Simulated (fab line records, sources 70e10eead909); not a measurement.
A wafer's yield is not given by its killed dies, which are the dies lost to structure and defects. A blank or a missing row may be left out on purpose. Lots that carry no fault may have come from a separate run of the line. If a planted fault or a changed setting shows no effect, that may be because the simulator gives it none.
Matching of chambers ; flow nand-harc ; NHARC_A_CHANNEL_FILL_D1_CMP_10 on cmp-02: 4 sister chambers
The step polishes, target thk 150 nm. 4 wafers are shown with their chamber, then 7 later ones without.

WAFERS PAIRED WITH THEIR CHAMBERS
wafer;chamber;motor-current-A (A)
L078.5;0;11.2
L086.1;2;12.5
L086.2;1;9.6
L087.5;3;13.1

WAFERS WHOSE CHAMBER IS MISSING
wafer;motor-current-A (A)
L087.6;11.8
L090.3;11.4
L090.4;10.2
L090.6;11.2
L096.3;13.4
L096.4;10.6
L096.5;13.4

WHICH CHAMBER EACH ONE RAN IN
wafer;from the rows above;in truth
L087.6;can't be placed: 0 or 2 or 3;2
L090.3;0;0
L090.4;can't be placed: 1 or 0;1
L090.6;0;0
L096.3;can't be placed: 3 or 2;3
L096.4;can't be placed: 0 or 1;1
L096.5;can't be placed: 3 or 2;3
2 of 7 placed correctly. Cannot be placed on the basis of these rows: 5; the candidates contain the true chamber in 5. Placed wrongly: 0.
How it was worked out, from the rows above alone: a wafer's distance from a chamber is the root of the sum, over the readings, of the square of ((its reading less the chamber's mean) divided by the reading's scatter). If the next closest chamber is less than 2 further off than the closest, the wafer can't be placed; otherwise it belongs to the closest. For every chamber, the mean is computed from those of its wafers that are shown. The scatter (one wafer shown for each chamber): square how far every hidden wafer sits from the nearest shown wafer, average those squares and take the square root.
